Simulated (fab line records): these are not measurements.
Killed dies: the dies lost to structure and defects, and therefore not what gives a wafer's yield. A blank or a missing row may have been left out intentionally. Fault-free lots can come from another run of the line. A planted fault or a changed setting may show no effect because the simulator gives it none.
Which tool did it? ; flow nand_harc ; 12 lots with 36 wafers sampled at 6 steps, on a route of 1302 steps

== WHAT EACH GAUGE READ, for each wafer ==
NHARC_A_BLC_CD_MEAS_19.
lot;measured;on;cd_nm (nm)
L757;day 22 01:36;cd_sem-01;99.4 95.5 95.6
L758;day 22 21:23;cd_sem-01;104.4 102.8 97.7
L759;day 23 03:47;cd_sem-02;100.5 99.0 101.1
L761;day 23 23:07;cd_sem-03;100.4 102.3 100.0
L762;day 24 15:07;cd_sem-02;101.1 101.0 103.2
L767;day 27 13:44;cd_sem-03;102.1 99.8 96.4
L772;day 28 16:16;cd_sem-02;100.7 100.8 101.6
L771;day 28 23:54;cd_sem-03;99.7 98.9 100.0
L775;day 30 14:26;cd_sem-03;100.2 100.5 101.2
L778;day 30 23:43;cd_sem-03;99.9 103.6 99.3
L780;day 31 15:51;cd_sem-02;97.2 99.8 99.4
L779;day 31 17:40;cd_sem-01;101.0 101.1 101.1

NHARC_A_M0_CD_MEAS_09 targets a cd of 80 nm.
lot;measured;on;cd_nm (nm)
L757;day 22 04:29;cd_sem-02;80.7 80.7 80.0
L758;day 23 00:17;cd_sem-03;80.4 82.0 80.3
L759;day 23 06:42;cd_sem-02;80.2 80.1 80.0
L761;day 24 02:01;cd_sem-03;80.2 79.2 79.2
L762;day 24 18:25;cd_sem-03;80.7 79.9 81.0
L767;day 27 16:31;cd_sem-01;80.5 80.1 79.9
L772;day 28 19:03;cd_sem-02;81.8 81.3 80.8
L771;day 29 02:41;cd_sem-03;80.0 80.4 79.6
L775;day 30 17:12;cd_sem-02;80.1 79.9 80.4
L778;day 31 02:43;cd_sem-03;80.1 79.7 79.6
L780;day 31 18:46;cd_sem-01;79.5 78.8 79.4
L779;day 31 20:36;cd_sem-03;79.5 79.5 80.3

NHARC_A_M0_INSPECT_11.
lot;measured;on;raw_defect_count
L757;day 22 04:37;defect_inspect-01;57 68 72
L758;day 23 00:25;defect_inspect-02;110 126 86
L759;day 23 06:50;defect_inspect-01;96 88 97
L761;day 24 02:08;defect_inspect-01;108 113 103
L762;day 24 18:34;defect_inspect-01;172 177 143
L767;day 27 16:38;defect_inspect-01;451 403 473 452 405 478
L772;day 28 19:11;defect_inspect-02;114 113 124
L771;day 29 02:47;defect_inspect-02;460 502 420 453 500 435
L775;day 30 17:19;defect_inspect-02;56 67 61
L778;day 31 02:52;defect_inspect-01;42 44 44
L780;day 31 18:53;defect_inspect-02;151 133 129
L779;day 31 20:43;defect_inspect-01;24 17 15

NHARC_END_SORT_01.
lot;measured;on;defect_limited_yield (%);killed_at_array;killed_at_other;killed_at_periphery;killed_dies;killed_open;killed_short
L757;day 23 19:10;prober-01;93.4 91.3 92.5;40 55 46;1 2 2;4 2 3;45 59 51;4 2 2;2 3 2
L758;day 24 17:01;prober-02;88.8 89.7 91.7;72 65 47;1 1 1;3 4 8;76 70 56;4 2 2;2 0 1
L759;day 24 23:59;prober-02;89.4 89.4 87.7;68 69 78;1 0 1;3 3 4;72 72 83;0 4 4;6 1 5
L761;day 25 16:16;prober-01;90.4 89.2 90.8;61 70 61;0 0 0;4 3 1;65 73 62;3 3 3;3 3 1
L762;day 26 09:45;prober-02;84.9 87.6 87.3;100 83 84;1 1 1;1 0 1;102 84 86;0 1 2;0 2 6
L767;day 29 11:46;prober-02;82.0 84.8 80.2;117 99 129;0 1 0;5 3 5;122 103 134;4 4 5;2 0 3
L772;day 30 09:19;prober-02;87.7 88.0 88.0;79 75 81;0 0 0;4 6 0;83 81 81;4 3 1;2 0 2
L771;day 31 09:11;prober-02;79.9 82.1 81.8;127 120 116;1 0 5;8 1 2;136 121 123;2 0 0;3 4 2
L775;day 32 15:43;prober-01;92.6 90.8 92.3;46 59 46;2 1 0;2 2 6;50 62 52;3 5 3;3 2 1
L778;day 32 23:50;prober-02;93.5 93.8 92.5;36 40 46;0 0 0;8 2 5;44 42 51;2 6 5;0 2 3
L780;day 33 13:23;prober-01;89.4 90.0 90.3;66 64 63;5 2 3;1 2 0;72 68 66;5 3 2;3 3 0
L779;day 33 13:15;prober-02;94.8 96.5 97.0;29 20 17;1 0 1;5 4 2;35 24 20;7 3 5;3 4 2

== WHAT TOOL EACH LOT RAN ON (gives the tool, then ch and the chambers of the sampled wafers, and finally the start) ==
lot;NHARC_A_BLC_STRIP_29;NHARC_A_M0_DEP_00
L757;rie_diel-01 ch 0,2,3, day 22 01:41;pecvd-02 ch 1,2, day 22 03:39
L758;rie_diel-04 ch 0,1,2, day 22 21:29;pecvd-03 ch 1,2, day 22 23:27
L759;rie_diel-04 ch 2,3, day 23 03:52;pecvd-02 ch 0,1,2, day 23 05:55
L761;rie_diel-10 ch 0,1, day 23 23:13;pecvd-02 ch 1,2, day 24 01:14
L762;rie_diel-04 ch 2,3, day 24 15:11;pecvd-03 ch 0,1,2, day 24 17:35
L767;rie_diel-10 ch 0,1,3, day 27 13:50;pecvd-02 ch 0,1, day 27 15:49
L772;rie_diel-04 ch 0,1,2, day 28 16:20;pecvd-04 ch 0,1, day 28 18:20
L771;rie_diel-04 ch 1,2,3, day 28 23:59;pecvd-02 ch 0,1,2, day 29 02:06
L775;rie_diel-10 ch 0,1,2, day 30 14:30;pecvd-04 ch 0,1,2, day 30 16:29
L778;rie_diel-04 ch 1,2,3, day 30 23:47;pecvd-04 ch 1,2, day 31 01:53
L780;rie_diel-10 ch 0,3, day 31 15:55;pecvd-02 ch 0,2, day 31 17:59
L779;rie_diel-10 ch 0,3, day 31 17:45;pecvd-04 ch 0,1, day 31 19:46
- NHARC_A_BLC_STRIP_29: strips in CF4.
- NHARC_A_M0_DEP_00: deposits SiOC, target thk 150 nm.

== AS READ BY THE TOOLS THEMSELVES (means over the sampled wafers that have a number; for cases with no such wafer, the mark the record gives instead) ==
NHARC_A_BLC_STRIP_29.
lot;tool;drypump_motor_current_A (A);oes_product_au (a.u.);rf_vpp_V (V);showerhead_plenum_p_Torr (Torr);throttle_valve_pct (%)
L757;rie_diel-01;5.6;1.013;58.3;1.76;13.284
L758;rie_diel-04;5.8;1.001;59.0;1.78;13.284
L759;rie_diel-04;5.2;1.007;59.2;1.75;13.277
L761;rie_diel-10;5.1;1.009;59.7;1.70;13.283
L762;rie_diel-04;5.2;1.019;58.3;1.75;13.287
L767;rie_diel-10;5.0;1.001;59.7;1.70;13.282
L772;rie_diel-04;5.8;1.009;60.0;1.78;13.283
L771;rie_diel-04;5.6;1.015;60.6;1.80;13.286
L775;rie_diel-10;5.1;1.012;59.2;1.75;13.283
L778;rie_diel-04;5.6;0.999;58.9;1.80;13.278
L780;rie_diel-10;5.0;1.000;58.7;1.71;13.285
L779;rie_diel-10;5.0;1.001;58.4;1.71;13.288

== THE ANSWER, worked out from the rows above alone ==
Rule: usual is defined by the lots themselves. The widest of any qualifying gaps counts: lots, ordered by their means at a reading, are off when they make up no more than a third of the lots, leave a main group of 4 or more, and stand apart from it by 3 or more times the standard deviation of that group's means. If all means in a main group match to the digits the tables above print for the reading, that group is not used. Also off: a lot with no number at a reading for which 4 or more lots have one. The other lots that the step has rows for count as sound. First the gauges in route order, then the tools' own readings, where a lot's mean is used as printed above. At the first step where some lot is off, the reading lying furthest off is the one used; lots without a number count as furthest.
Off, at NHARC_A_M0_INSPECT_11 on raw_defect_count: L767, L771. For the main group the mean is 92 and the standard deviation 42.
A tool fits if, at a process step before that reading, it ran every lot that is off, and no sound lot after the first of them. Gauges at NHARC_A_M0_INSPECT_11: tried the same way as those tools. No candidate that was tried fits.

== WHAT THE SIMULATOR HAD PUT IN ==
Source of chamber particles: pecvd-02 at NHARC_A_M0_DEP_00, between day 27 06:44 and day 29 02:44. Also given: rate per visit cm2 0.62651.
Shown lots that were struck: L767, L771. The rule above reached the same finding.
